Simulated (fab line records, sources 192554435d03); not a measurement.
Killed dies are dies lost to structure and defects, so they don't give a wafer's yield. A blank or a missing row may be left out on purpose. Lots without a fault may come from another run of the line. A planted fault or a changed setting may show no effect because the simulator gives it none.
Which tool did it? | flow n5_finfet | 6 lots, 18 wafers sampled, at 1 step of a route of 1938

WHAT THE GAUGES READ, wafer by wafer
N5_BEOL_M13_INSPECT_30: inspects for defects (macro).
lot  | measured     | on                | raw_defect_count
L259 | day 13 10:07 | defect_inspect-01 | 1 0 1
L270 | day 15 13:46 | defect_inspect-01 | 1 0 2
L272 | day 15 20:02 | defect_inspect-02 | 2 4 0
L276 | day 16 21:33 | defect_inspect-01 | 0 1 3
L278 | day 17 09:14 | defect_inspect-01 | 1 0 2
L280 | day 18 07:08 | defect_inspect-01 | 1 1 0

WHICH TOOL RAN EACH LOT (tool, then ch and the chambers of the sampled wafers, then the start)
The record holds no process step before these readings.

THE ANSWER, worked out from the rows above alone
Rule: what is usual is taken from the lots themselves. Put in order of their means at a reading, lots are off if they are a third of the lots or fewer, leave a main group of 4 or more, and stand apart from it by a gap of 3 or more times the standard deviation of the main group's means; of several such gaps the widest counts. A main group whose means are all the same, to the digits that the tables above print for the reading, isn't used. A lot without any number at a reading at which 4 lots or more have one is off too. The other lots that the step has rows for count as sound.
No lot is off at any reading shown: from this, nothing can be told.

WHAT THE SIMULATOR HAD PUT IN
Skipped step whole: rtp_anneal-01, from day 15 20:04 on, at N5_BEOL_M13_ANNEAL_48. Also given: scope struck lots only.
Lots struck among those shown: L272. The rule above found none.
